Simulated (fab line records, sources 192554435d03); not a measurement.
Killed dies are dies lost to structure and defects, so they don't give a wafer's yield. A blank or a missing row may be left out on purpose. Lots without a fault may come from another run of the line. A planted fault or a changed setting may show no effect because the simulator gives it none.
fab line records | flow n5_finfet
record lots=6 wafers=18 last_day=17
route steps=1938 shown PASSIVATION@1919
lots that met no fault: from a run of the same line without faults
start_h: hours from the record's first day to the start of the lot's first wafer shown | wait_h: hours since the lot's step before | " the same as in the row above | L1.1+2: a row that stands for several wafers | - no value, or no start given | * or withheld: withheld | < > ~ a bound
route shown NAME@n: a module of which the file shows steps, and the number in the route of the first | usual: mean/standard deviation of fault-free wafers | same: alike in all rows | chamber/n: place in a boat | sites: the reading at each site | _std_site: their standard deviation | _edge_site: outer sites' mean less inner sites' | radius_mm: how far each site lies from the wafer's centre | mask NAME#n: copy n | behind: the tool/chamber that last shaped the wafer | hold: why the lot was held/for how many hours/how that ended | device: the transistor (n, p or np) that didn't switch | end of line: the same wafers' tests at the end of the route | a step without rows: its recipe alone | killed: dies lost to structure and defects at the first sort, not the wafer's yield | map: a wafer's dies, x killed, . not, _ none there
set.NAME: the setting as run; set.NAME@STEP: as run at that earlier step | model.NAME: the simulator's own value behind a step, which no gauge read
lots at some steps of the route; a table a step, a row a wafer
services: from which hour (start_h, from the record's first day; less than 0 if before it) a tool's chamber was out of use, for how many hours, and why
## steps
# step N5_PASSIVATION_EBR_40
# recipe solvent=PGMEA ebr_width_mm=1.5
# step N5_PASSIVATION_SOFTBAKE_39
# recipe temp_c=110 time_s=120
# step N5_PASSIVATION_EXPOSE_41
# recipe mask_id=PASS_OPEN na=0.55 defocus_nm=0 source_shape=conventional sigma_outer=0.8 polarization=unpolarized target_cd_nm=40000 dose_mj=57.25
# step N5_PASSIVATION_PEB_42
# recipe peb_temp_c=withheld peb_time_s=*
# step N5_PASSIVATION_DEVELOP_43
# recipe develop_time_s=60 rinse_liquid=diw dry=air_spin dev_temp_c=21
# step N5_PASSIVATION_HARDBAKE_45
# recipe temp_c=130 time_s=120
# step N5_PASSIVATION_CD_MEAS_44
# recipe target_cd_nm=40000 landing_energy_ev=500 detector=se_inlens
# usual cd_nm=40000/3.8
# columns lot.wafer tool chamber start_h wait_h cd_nm
L475.1 cd_sem-02 0 299.28 - 39997
L475.2 " 0 " " 39991
L475.6 " 0 " " 39999
L487.1 cd_sem-01 0 376.41 - 39996
L487.4 " 0 " " 40000
L487.6 " 0 " " 39999
L490.1 cd_sem-02 0 379.03 - 39998
L490.2 " 0 " " 39996
L490.4 " 0 " " 40001
L489.1 cd_sem-02 0 383.74 - 39999
L489.3 " 0 " " 40000
L489.6 " 0 " " 40001
L491.1 cd_sem-03 0 393.05 - 40002
L491.4 " 0 " " 40001
L491.6 " 0 " " 40000
L493.1 cd_sem-02 0 406.89 - 40009
L493.3 " 0 " " 39999
L493.6 " 0 " " 40009
# step N5_PASSIVATION_OVL_MEAS_66
# recipe points_per_wafer=44
# usual PASS_OPEN_OVL=-1/5.8
# columns lot.wafer tool chamber start_h wait_h PASS_OPEN_OVL[nm]
L475.1 overlay-02 0 299.31 0.0 -1
L475.2 " 0 " " 3
L475.6 " 0 " " 5
L487.1 overlay-02 0 376.44 0.0 3
L487.4 " 0 " " -8
L487.6 " 0 " " -6
L490.1 overlay-01 0 379.06 0.0 0
L490.2 " 0 " " -2
L490.4 " 0 " " -6
L489.1 overlay-02 0 383.77 0.0 5
L489.3 " 0 " " 0
L489.6 " 0 " " -6
L491.1 overlay-01 0 393.08 0.0 2
L491.4 " 0 " " 6
L491.6 " 0 " " 10
L493.1 overlay-01 0 406.92 0.0 5
L493.3 " 0 " " 3
L493.6 " 0 " " 2
# step N5_PASSIVATION_INSPECT_67
# recipe mode=adi inspect_instrument=macro
# usual raw_defect_count=2.1/1.4
# columns lot.wafer tool chamber start_h wait_h raw_defect_count
L475.1 defect_inspect-02 - 299.34 0.0 1
L475.2 " - " " 4
L475.6 " - " " 2
L487.1 defect_inspect-02 - 376.46 0.0 2
L487.4 " - " " 4
L487.6 " - " " 3
L490.1 defect_inspect-01 - 379.09 0.0 3
L490.2 " - " " 1
L490.4 " - " " 1
L489.1 defect_inspect-02 - 383.79 0.0 3
L489.3 " - " " 0
L489.6 " - " " 1
L491.1 defect_inspect-02 - 393.11 0.0 2
L491.4 " - " " 0
L491.6 " - " " 1
L493.1 defect_inspect-02 - 406.94 0.0 4
L493.3 " - " " 3
L493.6 " - " " 1
# step N5_PASSIVATION_DESCUM_46
# recipe chemistry=O2 time_s=7.9 source_power_w=50 bias_power_w=20 pressure_mtorr=20 rf_frequency_hz=2.712e+07 temp_c=40 o2_flow_sccm=225
# usual drypump_motor_current_A=5.9/0.45 oes_product_au=0.78/0.088 rf_vpp_V=243.1/0.98 showerhead_plenum_p_Torr=2.08/0.052 throttle_valve_pct=20.51/0.24
# columns lot.wafer tool chamber start_h wait_h drypump_motor_current_A oes_product_au rf_hours_counter_h rf_vpp_V showerhead_plenum_p_Torr throttle_valve_pct
L475.1 rie_diel-04 0 299.37 0.0 5.3 0.68 249 241.7 2.05 20.43
L475.2 " 2 " " 6.0 0.75 147 244.9 2.08 20.12
L475.6 " 0 " " 5.3 0.67 - 243.0 2.05 20.46
L487.1 rie_diel-01 0 376.50 0.0 5.9 0.69 239 241.6 1.96 20.29
L487.4 " 2 " " 5.6 0.71 178 242.1 2.00 20.70
L487.6 " 3 " " 6.8 0.91 - 242.6 2.14 20.48
L490.1 rie_diel-01 0 379.12 0.0 5.9 0.69 240 242.0 1.96 20.28
L490.2 " 3 " " 6.7 0.90 34 242.5 2.14 20.48
L490.4 " 1 " " 6.2 0.78 138 242.3 2.11 20.80
L489.1 rie_diel-01 2 383.83 0.0 5.6 0.72 180 240.6 2.00 20.69
L489.3 " 1 " " 6.1 0.78 139 243.0 2.11 20.82
L489.6 " 1 " " 6.2 0.78 - 244.7 2.11 20.80
L491.1 rie_diel-02 0 393.14 0.0 6.2 0.79 106 243.1 2.11 20.47
L491.4 " 1 " " 5.8 0.70 229 244.3 2.07 20.71
L491.6 " 3 " " 5.2 0.96 - 242.0 2.07 20.12
L493.1 rie_diel-02 3 406.98 0.0 5.2 0.93 16 242.1 2.07 20.12
L493.3 " 1 " " 5.8 0.70 237 242.4 2.06 20.72
L493.6 " 1 " " 5.8 0.69 - 242.9 2.06 20.70
# step N5_PASSIVATION_PASS_ETCH_47
# recipe chemistry=CF4/O2 target=SiNx target_depth_a=7700 time_s=385 ion_energy_ev=100 pressure_mtorr=40 source_w=535 bias_w=49 Ar_flow_sccm=100 cf4_flow_sccm=100 O2_flow_sccm=10
# usual drypump_motor_current_A=5.9/0.46 oes_product_au=0.78/0.085 rf_vpp_V=239/3.5 showerhead_plenum_p_Torr=2.20/0.053 throttle_valve_pct=15.96/0.21
# columns lot.wafer tool chamber start_h wait_h drypump_motor_current_A oes_product_au rf_hours_counter_h rf_vpp_V showerhead_plenum_p_Torr throttle_valve_pct
L475.1 rie_diel-04 0 299.41 0.0 5.3 0.68 249 235 2.17 15.96
L475.2 " 2 " " 5.9 0.75 147 240 2.20 15.66
L475.6 " 0 " " 5.3 0.68 - 231 2.17 15.98
L487.1 rie_diel-01 0 376.53 0.0 5.9 0.69 240 235 2.08 15.84
L487.4 " 2 " " 5.6 0.72 178 240 2.09 16.01
L487.6 " 3 " " 6.7 0.91 - 244 2.25 15.86
L490.1 rie_diel-01 0 379.16 0.0 5.9 0.69 241 236 2.08 15.84
L490.2 " 3 " " 6.7 0.90 34 244 2.25 15.86
L490.4 " 1 " " 6.2 0.78 138 244 2.22 16.11
L489.1 rie_diel-01 2 383.86 0.0 5.6 0.71 181 240 2.09 16.02
L489.3 " 1 " " 6.2 0.78 140 245 2.22 16.12
L489.6 " 1 " " 6.2 0.78 - 245 2.22 16.12
L491.1 rie_diel-02 0 393.18 0.0 6.1 0.79 106 239 2.23 15.96
L491.4 " 1 " " 5.8 0.71 230 235 2.18 16.17
L491.6 " 3 " " 5.2 0.95 - 239 2.19 15.56
L493.1 rie_diel-02 3 407.01 0.0 5.2 0.92 16 239 2.19 15.55
L493.3 " 1 " " 5.8 0.71 237 237 2.17 16.17
L493.6 " 1 " " 5.8 0.71 - 235 2.17 16.17
# step N5_PASSIVATION_ETCH_54
# recipe chemistry=CHF3/O2 target=SiO2 target_depth_a=8800 CHF3_flow_sccm=50 O2_flow_sccm=5 Ar_flow_sccm=200 time_s=440 mask_material=PR pressure_mtorr=30 source_w=650 bias_w=170 ion_energy_ev=200
# usual drypump_motor_current_A=5.9/0.45 oes_product_au=0.78/0.085 rf_vpp_V=520/7.3 showerhead_plenum_p_Torr=2.41/0.06 throttle_valve_pct=18.93/0.22
# columns lot.wafer tool chamber start_h wait_h drypump_motor_current_A oes_product_au rf_hours_counter_h rf_vpp_V showerhead_plenum_p_Torr throttle_valve_pct
L475.1 rie_diel-04 0 299.63 0.1 5.3 0.68 250 508 2.38 18.95
L475.2 " 2 " " 6.0 0.75 147 521 2.42 18.64
L475.6 " 0 " " 5.3 0.68 - 507 2.38 18.95
L487.1 rie_diel-01 0 376.76 0.1 5.9 0.69 240 511 2.28 18.77
L487.4 " 2 " " 5.6 0.72 178 524 2.29 18.92
L487.6 " 3 " " 6.7 0.91 - 531 2.46 18.83
L490.1 rie_diel-01 0 379.38 0.1 5.9 0.69 241 514 2.28 18.76
L490.2 " 3 " " 6.7 0.90 35 530 2.46 18.83
L490.4 " 1 " " 6.1 0.78 138 532 2.41 19.02
L489.1 rie_diel-01 2 384.09 0.1 5.6 0.72 181 524 2.29 18.93
L489.3 " 1 " " 6.2 0.77 140 533 2.41 19.03
L489.6 " 1 " " 6.2 0.78 - 534 2.41 19.02
L491.1 rie_diel-02 0 393.40 0.1 6.2 0.79 106 516 2.45 18.93
L491.4 " 1 " " 5.8 0.71 230 514 2.39 19.16
L491.6 " 3 " " 5.2 0.94 - 518 2.39 18.46
L493.1 rie_diel-02 3 407.24 0.1 5.2 0.93 17 520 2.38 18.46
L493.3 " 1 " " 5.8 0.71 237 515 2.39 19.14
L493.6 " 1 " " 5.9 0.71 - 514 2.39 19.17
# step N5_PASSIVATION_STRIP_48
# recipe chemistry=O2 power_w=600 temp_c=60 pressure_mtorr=30 rf_frequency_hz=6e+07 bias_power_w=0 overash_fraction=0.5 o2_flow_sccm=225
# usual drypump_motor_current_A=5.9/0.45 oes_product_au=0.78/0.087 rf_vpp_V=3.8/2.4 showerhead_plenum_p_Torr=2.09/0.051 temp_c=59.99/0.14 throttle_valve_pct=16.76/0.23
# columns lot.wafer tool chamber start_h wait_h drypump_motor_current_A oes_product_au rf_hours_counter_h rf_vpp_V showerhead_plenum_p_Torr temp_c throttle_valve_pct
L475.1 rie_diel-04 0 299.92 0.1 5.4 0.68 250 0.4 2.05 59.98 16.77
L475.2 " 2 " " 5.9 0.72 147 1.8 2.08 59.79 16.43
L475.6 " 0 " " 5.3 0.66 - 4.3 2.05 59.92 16.75
L487.1 rie_diel-01 0 377.05 0.1 5.9 0.69 240 4.0 1.97 60.03 16.57
L487.4 " 2 " " 5.6 0.71 178 4.7 2.01 60.06 16.94
L487.6 " 3 " " 6.7 0.89 - 6.0 2.14 59.91 16.68
L490.1 rie_diel-01 0 379.67 0.1 5.9 0.71 241 3.6 1.97 61.24 16.66
L490.2 " 3 " " 6.8 0.89 35 2.4 2.14 61.14 16.62
L490.4 " 1 " " 6.2 0.80 138 2.7 2.11 61.26 16.88
L489.1 rie_diel-01 2 384.38 0.1 5.6 0.69 181 2.3 2.01 61.24 16.92
L489.3 " 1 " " 6.2 0.80 140 3.3 2.12 61.48 16.97
L489.6 " 1 " " 6.1 0.78 - 4.2 2.11 61.25 17.01
L491.1 rie_diel-02 0 393.69 0.1 6.2 0.79 106 6.2 2.12 59.76 16.74
L491.4 " 1 " " 5.9 0.70 230 1.8 2.07 60.13 16.97
L491.6 " 3 " " 5.2 0.95 - 5.7 2.07 60.13 16.36
L493.1 rie_diel-02 3 407.53 0.1 5.2 0.94 17 3.6 2.07 60.11 16.42
L493.3 " 1 " " 5.8 0.69 237 4.4 2.07 59.83 17.00
L493.6 " 1 " " 5.8 0.72 - 2.5 2.07 59.95 17.02
# step N5_PASSIVATION_STRIP_52
# recipe chemistry=post_etch_residue_remover time_s=1200 temp_c=72.5
# step N5_PASSIVATION_PROBE_49
# usual defect_limited_yield=91.0/1.5 killed_at_M0_to_M3=35/11 killed_at_M4_up=13/6 killed_at_contacts=14/6.5 killed_at_front_end=40/12 killed_at_other=4/3.4 killed_dies=106/18 killed_on_rim=14/4.7 killed_open=68/14 killed_short=35/7.7 sort_bin_5_function=5.2/0.98 sort_bin_6_memory=3.4/0.72 sort_bin_8_speed=0.02/0.24 sort_n_pass=1074/18 sort_yield_pct=91.0/1.5
# same gross_dies=1180 killed_at_back_side=0 sort_bin_4_leakage[%]=0
# columns lot.wafer tool chamber start_h wait_h defect_limited_yield[%] killed_at_M0_to_M3 killed_at_M4_up killed_at_contacts killed_at_front_end killed_at_other killed_dies killed_on_rim killed_open killed_short sort_bin_5_function[%] sort_bin_6_memory[%] sort_bin_8_speed[%] sort_n_pass sort_yield_pct[%]
L475.1 prober-02 - 302.41 0.0 89.0 58 12 14 43 3 130 17 88 37 6.4 4.3 0 1050 89.0
L475.2 prober-02 - 302.46 0.1 94.1 24 10 18 18 0 70 9 46 22 3.8 1.9 0 1110 94.1
L475.6 prober-02 - 302.66 0.3 92.7 40 12 10 20 4 86 7 60 24 4.1 3.0 0 1094 92.7
L487.1 prober-01 - 379.54 0.0 88.9 48 9 13 59 2 131 20 84 39 6.0 4.4 0 1049 88.9
L487.4 prober-01 - 379.69 0.2 92.5 25 13 9 41 1 89 8 55 29 4.4 2.9 0 1091 92.5
L487.6 prober-01 - 379.79 0.3 91.0 29 21 17 38 1 106 16 68 36 5.3 3.5 0 1074 91.0
L490.1 prober-01 - 382.16 0.0 92.2 35 9 15 24 9 92 19 57 32 4.7 2.7 2.88 1054 89.3
L490.2 prober-01 - 382.21 0.1 90.9 34 8 9 40 16 107 16 57 43 5.2 3.1 0 1073 90.9
L490.4 prober-01 - 382.31 0.2 91.0 48 11 12 28 7 106 9 74 29 5.5 3.1 0 1074 91.0
L489.1 prober-01 - 386.88 0.0 90.8 46 4 11 44 4 109 13 51 51 4.7 3.7 0 1071 90.8
L489.3 prober-01 - 386.98 0.1 90.9 37 4 13 52 1 107 13 70 34 5.4 3.5 0 1073 90.9
L489.6 prober-01 - 387.13 0.3 89.5 47 8 7 61 1 124 14 81 42 6.0 4.2 0 1056 89.5
L491.1 prober-02 - 396.18 0.0 90.8 36 6 25 39 3 109 17 82 26 4.9 4.2 0 1071 90.8
L491.4 prober-02 - 396.33 0.2 91.4 34 6 9 50 2 101 14 59 38 5.8 2.4 0 1079 91.4
L491.6 prober-02 - 396.43 0.3 92.0 29 5 14 39 7 94 15 64 27 4.9 2.9 0 1086 92.0
L493.1 prober-01 - 410.02 0.0 90.2 25 10 11 66 4 116 14 72 41 5.8 3.4 0 1064 90.2
L493.3 prober-01 - 410.12 0.1 87.7 21 16 33 75 0 145 17 103 41 6.3 5.7 0 1035 87.7
L493.6 prober-01 - 410.27 0.3 91.7 19 8 24 47 0 98 11 65 33 4.5 3.3 0 1082 91.7
# killed by level:class
L475.1 FIN_SAQP:geometric_particle:open=22 BEOL_M0_SAQP:geometric_particle:short=22 BEOL_M0_SAQP:geometric_particle:open=21 MOL_CONTACT_COAG:geometric_particle:open=10 BEOL_M1:geometric_particle:open=7 DUMMY_GATE:geometric_particle:open=5 BEOL_M5:geometric_particle:open=5 FIN_SAQP:geometric_particle:short=4
L475.2 MOL_CONTACT_COAG:geometric_particle:open=13 BEOL_M0_SAQP:geometric_particle:open=8 BEOL_M0_SAQP:geometric_particle:short=7 FIN_SAQP:geometric_particle:open=5 MOL_CONTACT_COAG:geometric_particle:short=5 BEOL_M1:geometric_particle:open=3 BEOL_M3:geometric_particle:open=3 BEOL_M4:geometric_particle:open=3
L475.6 BEOL_M0_SAQP:geometric_particle:open=12 BEOL_M3:geometric_particle:open=10 BEOL_M0_SAQP:geometric_particle:short=9 MOL_CONTACT_COAG:geometric_particle:open=6 BEOL_M8:geometric_particle:open=6 DUMMY_GATE:geometric_particle:open=5 MOL_CONTACT_COAG:geometric_particle:short=4 FIN_SAQP:geometric_particle:open=3
L487.1 STI_FIN_REVEAL:geometric_particle:open=12 BEOL_M1:geometric_particle:open=11 FIN_SAQP:geometric_particle:open=10 BEOL_M0_SAQP:geometric_particle:short=10 MOL_CONTACT_COAG:geometric_particle:open=9 FIN_SAQP:geometric_particle:short=8 BEOL_M0_SAQP:geometric_particle:open=8 BEOL_M0:geometric_particle:open=7
L487.4 FIN_SAQP:geometric_particle:short=10 STI_FIN_REVEAL:geometric_particle:open=9 MOL_CONTACT_COAG:geometric_particle:open=8 BEOL_M2:geometric_particle:open=6 STARTING-WAFER:geometric_particle:open=5 BEOL_M1:geometric_particle:open=5 BEOL_M5:geometric_particle:open=4 DUMMY_GATE:geometric_particle:open=3
L487.6 MOL_CONTACT_COAG:geometric_particle:open=11 BEOL_M4:geometric_particle:open=11 FIN_SAQP:geometric_particle:open=9 BEOL_M0_SAQP:geometric_particle:short=9 STARTING-WAFER:geometric_particle:short=6 FIN_SAQP:geometric_particle:short=5 MOL_CONTACT_COAG:geometric_particle:short=5 BEOL_M0_SAQP:geometric_particle:open=5
L490.1 MOL_CONTACT_COAG:geometric_particle:open=11 BEOL_M1:geometric_particle:open=8 BEOL_M2:geometric_particle:open=7 BEOL_M0_SAQP:geometric_particle:open=7 STI_FIN_REVEAL:geometric_particle:short=4 STI_FIN_REVEAL:geometric_particle:open=4 DUMMY_GATE:geometric_particle:open=4 MOL_CONTACT_COAG:geometric_particle:short=4
L490.2 FIN_SAQP:geometric_particle:short=8 BEOL_M2:geometric_particle:open=8 DUMMY_GATE:geometric_particle:open=7 MOL_CONTACT_COAG:geometric_particle:open=6 PASS1_DEP:geometric_particle:short=6 BEOL_M0_SAQP:geometric_particle:open=5 BEOL_M3:geometric_particle:open=5 PASS1_DEP:geometric_particle:open=5
L490.4 MOL_CONTACT_COAG:geometric_particle:open=10 BEOL_M1:geometric_particle:open=9 BEOL_M0_SAQP:geometric_particle:open=8 BEOL_M3:geometric_particle:open=8 BEOL_M2:geometric_particle:open=7 BEOL_M0:geometric_particle:open=5 BEOL_M0_SAQP:geometric_particle:short=5 STARTING-WAFER:geometric_particle:short=4
L489.1 BEOL_M0_SAQP:geometric_particle:open=17 BEOL_M0_SAQP:geometric_particle:short=15 MOL_CONTACT_COAG:geometric_particle:open=8 DUMMY_GATE:geometric_particle:open=6 FIN_SAQP:geometric_particle:short=4 FIN_CUT:geometric_particle:short=4 DUMMY_GATE:geometric_particle:short=4 GATE_CUT:geometric_particle:open=4
L489.3 STI_FIN_REVEAL:geometric_particle:open=14 FIN_SAQP:geometric_particle:open=10 MOL_CONTACT_COAG:geometric_particle:open=10 BEOL_M0_SAQP:geometric_particle:open=10 FIN_SAQP:geometric_particle:short=9 BEOL_M0_SAQP:geometric_particle:short=9 STI_FIN_REVEAL:geometric_particle:short=8 BEOL_M2:geometric_particle:open=4
L489.6 STI_FIN_REVEAL:geometric_particle:open=17 BEOL_M0_SAQP:geometric_particle:open=17 FIN_SAQP:geometric_particle:open=12 BEOL_M0_SAQP:geometric_particle:short=12 FIN_SAQP:geometric_particle:short=10 STI_FIN_REVEAL:geometric_particle:short=6 MOL_CONTACT_COAG:geometric_particle:open=6 GATE_CUT:geometric_particle:short=6
L491.1 MOL_CONTACT_COAG:geometric_particle:open=23 BEOL_M2:geometric_particle:open=11 FIN_SAQP:geometric_particle:open=10 BEOL_M1:geometric_particle:open=8 STI_FIN_REVEAL:geometric_particle:open=7 DUMMY_GATE:geometric_particle:open=6 BEOL_M0_SAQP:geometric_particle:short=6 FIN_SAQP:geometric_particle:short=5
L491.4 FIN_SAQP:geometric_particle:open=15 FIN_SAQP:geometric_particle:short=12 BEOL_M0_SAQP:geometric_particle:short=8 MOL_CONTACT_COAG:geometric_particle:open=8 BEOL_M1:geometric_particle:open=7 DUMMY_GATE:geometric_particle:open=5 DUMMY_GATE:geometric_particle:short=5 BEOL_M2:geometric_particle:open=5
L491.6 DUMMY_GATE:geometric_particle:open=10 MOL_CONTACT_COAG:geometric_particle:open=10 FIN_SAQP:geometric_particle:open=8 BEOL_M0_SAQP:geometric_particle:open=8 BEOL_M1:geometric_particle:open=6 BEOL_M2:geometric_particle:open=5 FIN_SAQP:geometric_particle:short=4 STI_FIN_REVEAL:geometric_particle:open=4
L493.1 STI_FIN_REVEAL:geometric_particle:open=20 BEOL_M0_SAQP:geometric_particle:short=14 DUMMY_GATE:geometric_particle:open=9 MOL_CONTACT_COAG:geometric_particle:open=9 FIN_SAQP:geometric_particle:open=8 GATE_CUT:geometric_particle:short=8 BEOL_M2:geometric_particle:open=6 FIN_SAQP:geometric_particle:short=4
L493.3 STI_FIN_REVEAL:geometric_particle:open=32 MOL_CONTACT_COAG:geometric_particle:open=26 STI_FIN_REVEAL:geometric_particle:short=12 BEOL_M4:geometric_particle:open=7 MOL_CONTACT_COAG:geometric_particle:short=7 BEOL_M2:geometric_particle:open=7 FIN_SAQP:geometric_particle:short=6 DUMMY_GATE:geometric_particle:open=6
L493.6 STI_FIN_REVEAL:geometric_particle:open=22 MOL_CONTACT_COAG:geometric_particle:open=16 MOL_CONTACT_COAG:geometric_particle:short=8 FIN_SAQP:geometric_particle:short=7 BEOL_M0_SAQP:geometric_particle:short=5 BEOL_M0_SAQP:geometric_particle:open=5 STI_FIN_REVEAL:geometric_particle:short=4 BEOL_M4:geometric_particle:open=4
## services
# columns tool chamber start_h hours kind
rie_diel-01 - 280.26 14.6 pm
rie_diel-04 0 305.44 - clean
rie_diel-04 0 305.44 - consumable_replace:focus_ring
rie_diel-04 0 305.44 17.7 scheduled_down
rie_diel-04 0 305.44 17.7 vent_cycle
rie_diel-01 1 315.35 8.1 repair
rie_diel-02 1 318.16 4.5 repair
rie_diel-02 3 322.29 6.9 repair
rie_diel-02 3 343.56 - clean
rie_diel-02 3 343.56 - consumable_replace:focus_ring
rie_diel-02 3 343.56 21.9 scheduled_down
rie_diel-02 3 343.56 21.9 vent_cycle
rie_diel-02 1 372.11 5.3 repair
rie_diel-01 2 372.55 2.4 repair
rie_diel-02 - 382.23 3.2 repair
rie_diel-02 2 393.73 - clean
rie_diel-02 2 393.73 - consumable_replace:focus_ring
rie_diel-02 2 393.73 18.3 scheduled_down
rie_diel-02 2 393.73 18.3 vent_cycle
rie_diel-01 0 406.49 - clean
rie_diel-01 0 406.49 - consumable_replace:esc
rie_diel-01 0 406.49 - consumable_replace:focus_ring
rie_diel-01 0 406.49 18.1 scheduled_down
rie_diel-01 0 406.49 18.1 vent_cycle
## key
first_sign step=N5_PASSIVATION_STRIP_48 reading=temp_c direction=up sigmas=9.4 usual=* struck=*
effect none on later readings
met_at N5_PASSIVATION_STRIP_48
struck_wafers L489.1,L489.3,L489.6,L490.1,L490.2,L490.4
onset_between 377.05 379.67
fault kind=process_parameter_drift tool=rie_diel-01 chamber=- onset_h=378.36 steps=N5_PASSIVATION_STRIP_48 channel=temp_c offset=* shape=step end_h=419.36 acts_in=* stated=*
